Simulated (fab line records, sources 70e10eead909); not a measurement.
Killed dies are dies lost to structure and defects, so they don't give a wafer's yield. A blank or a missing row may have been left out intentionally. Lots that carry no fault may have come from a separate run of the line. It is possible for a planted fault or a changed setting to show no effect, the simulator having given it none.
What tool caused it? || flow nandHarc || Sampling: 12 lots, 36 wafers, 4 of 1302 route steps

## WHAT THE GAUGES READ, wafer by wafer
NHARC_A_M0_CD_MEAS_09 targets a cd of 80 nm.
{"lot": "L074", "measured": "day 23 04:28", "on": "cdSem-01", "cdNm (nm)": "80.1 81.3 81.3"}
{"lot": "L076", "measured": "day 23 22:15", "on": "cdSem-02", "cdNm (nm)": "80.4 80.0 81.0"}
{"lot": "L079", "measured": "day 25 00:35", "on": "cdSem-01", "cdNm (nm)": "80.0 79.4 80.5"}
{"lot": "L083", "measured": "day 26 06:47", "on": "cdSem-01", "cdNm (nm)": "80.3 80.0 80.0"}
{"lot": "L081", "measured": "day 26 08:07", "on": "cdSem-03", "cdNm (nm)": "80.5 81.3 80.0"}
{"lot": "L086", "measured": "day 27 06:38", "on": "cdSem-03", "cdNm (nm)": "80.2 79.6 79.6"}
{"lot": "L087", "measured": "day 27 20:14", "on": "cdSem-01", "cdNm (nm)": "80.2 80.7 81.6"}
{"lot": "L088", "measured": "day 28 19:47", "on": "cdSem-03", "cdNm (nm)": "80.2 79.1 80.1"}
{"lot": "L090", "measured": "day 29 14:29", "on": "cdSem-03", "cdNm (nm)": "80.1 81.1 79.6"}
{"lot": "L093", "measured": "day 30 15:33", "on": "cdSem-03", "cdNm (nm)": "79.4 79.9 78.7"}
{"lot": "L095", "measured": "day 31 13:38", "on": "cdSem-02", "cdNm (nm)": "79.6 79.8 80.2"}
{"lot": "L097", "measured": "day 32 19:46", "on": "cdSem-02", "cdNm (nm)": "81.1 80.3 80.7"}

## WHICH TOOL RAN EACH LOT (tool, then ch and the chambers of the sampled wafers, then the start)
{"lot": "L074", "NHARC_A_CONTACT_STRIP_26": "rieDiel-04 ch 0,2,3, day 23 01:45 or earlier", "NHARC_A_BLC_STRIP_21": "rieDiel-06 ch 0,2,3, day 23 01:45", "NHARC_A_BLC_CVD_24": "cvdW-02 ch 0,1, day 23 04:28 or earlier"}
{"lot": "L076", "NHARC_A_CONTACT_STRIP_26": "rieDiel-05 ch 0,1,2, day 23 19:41 or earlier", "NHARC_A_BLC_STRIP_21": "rieDiel-06 ch 0,1,3, day 23 19:41", "NHARC_A_BLC_CVD_24": "cvdW-02 ch 0,1, day 23 22:15 or earlier"}
{"lot": "L079", "NHARC_A_CONTACT_STRIP_26": "rieDiel-05 ch 0,1,3, day 24 21:28 or earlier", "NHARC_A_BLC_STRIP_21": "rieDiel-10 ch 1,2, day 24 21:28", "NHARC_A_BLC_CVD_24": "cvdW-01 ch 0, day 25 00:35 or earlier"}
{"lot": "L083", "NHARC_A_CONTACT_STRIP_26": "rieDiel-05 ch 0,1,3, day 26 03:52 or earlier", "NHARC_A_BLC_STRIP_21": "rieDiel-06 ch 1,2,3, day 26 03:52", "NHARC_A_BLC_CVD_24": "cvdW-02 ch 0,1, day 26 06:47 or earlier"}
{"lot": "L081", "NHARC_A_CONTACT_STRIP_26": "rieDiel-05 ch 0,3, day 26 05:27 or earlier", "NHARC_A_BLC_STRIP_21": "rieDiel-09 ch 2,3, day 26 05:27", "NHARC_A_BLC_CVD_24": "cvdW-02 ch 0,1, day 26 08:07 or earlier"}
{"lot": "L086", "NHARC_A_CONTACT_STRIP_26": "rieDiel-05 ch 0,1,3, day 27 04:05 or earlier", "NHARC_A_BLC_STRIP_21": "rieDiel-06 ch 0,1,2, day 27 04:05", "NHARC_A_BLC_CVD_24": "cvdW-01 ch 0,1, day 27 06:38 or earlier"}
{"lot": "L087", "NHARC_A_CONTACT_STRIP_26": "rieDiel-04 ch 0,3, day 27 17:29 or earlier", "NHARC_A_BLC_STRIP_21": "rieDiel-10 ch 0,2, day 27 17:29", "NHARC_A_BLC_CVD_24": "cvdW-01 ch 0,1, day 27 20:14 or earlier"}
{"lot": "L088", "NHARC_A_CONTACT_STRIP_26": "rieDiel-13 ch 2,3, day 28 17:05 or earlier", "NHARC_A_BLC_STRIP_21": "rieDiel-09 ch 1,2, day 28 17:05", "NHARC_A_BLC_CVD_24": "cvdW-02 ch 0,1, day 28 19:47 or earlier"}
{"lot": "L090", "NHARC_A_CONTACT_STRIP_26": "rieDiel-05 ch 1,2,3, day 29 11:46 or earlier", "NHARC_A_BLC_STRIP_21": "rieDiel-10 ch 0,1,3, day 29 11:46", "NHARC_A_BLC_CVD_24": "cvdW-02 ch 0,1, day 29 14:29 or earlier"}
{"lot": "L093", "NHARC_A_CONTACT_STRIP_26": "rieDiel-05 ch 0,1,3, day 30 12:41 or earlier", "NHARC_A_BLC_STRIP_21": "rieDiel-06 ch 0,1,2, day 30 12:41", "NHARC_A_BLC_CVD_24": "cvdW-02 ch 0,1, day 30 15:33 or earlier"}
{"lot": "L095", "NHARC_A_CONTACT_STRIP_26": "rieDiel-05 ch 0,1,3, day 31 10:51 or earlier", "NHARC_A_BLC_STRIP_21": "rieDiel-06 ch 0,1,3, day 31 10:51", "NHARC_A_BLC_CVD_24": "cvdW-02 ch 0,1, day 31 13:38 or earlier"}
{"lot": "L097", "NHARC_A_CONTACT_STRIP_26": "rieDiel-05 ch 0,1, day 32 17:05 or earlier", "NHARC_A_BLC_STRIP_21": "rieDiel-06 ch 2,3, day 32 17:05", "NHARC_A_BLC_CVD_24": "cvdW-02 ch 0,1, day 32 19:46 or earlier"}
- NHARC_A_CONTACT_STRIP_26: strips in O2.
- NHARC_A_BLC_STRIP_21: strips in O2.
- NHARC_A_BLC_CVD_24: deposits W, target thk 150 nm, time 434 s.

## THE ANSWER, worked out from the rows above alone
Rule: the usual values come from the lots themselves. The widest of any qualifying gaps counts: lots, ordered by their means at a reading, are off when they make up no more than a third of the lots, leave a main group of 4 or more, and stand apart from it by 3 or more times the standard deviation of that group's means. A main group is skipped when, at the precision printed for the reading in the tables above, its means are all equal. Also off: a lot with no number at a reading for which 4 or more lots have one. All remaining lots with rows at the step are treated as sound.
No lot is off on any of the readings shown, so nothing can be concluded from this.

## WHAT THE SIMULATOR PUT IN
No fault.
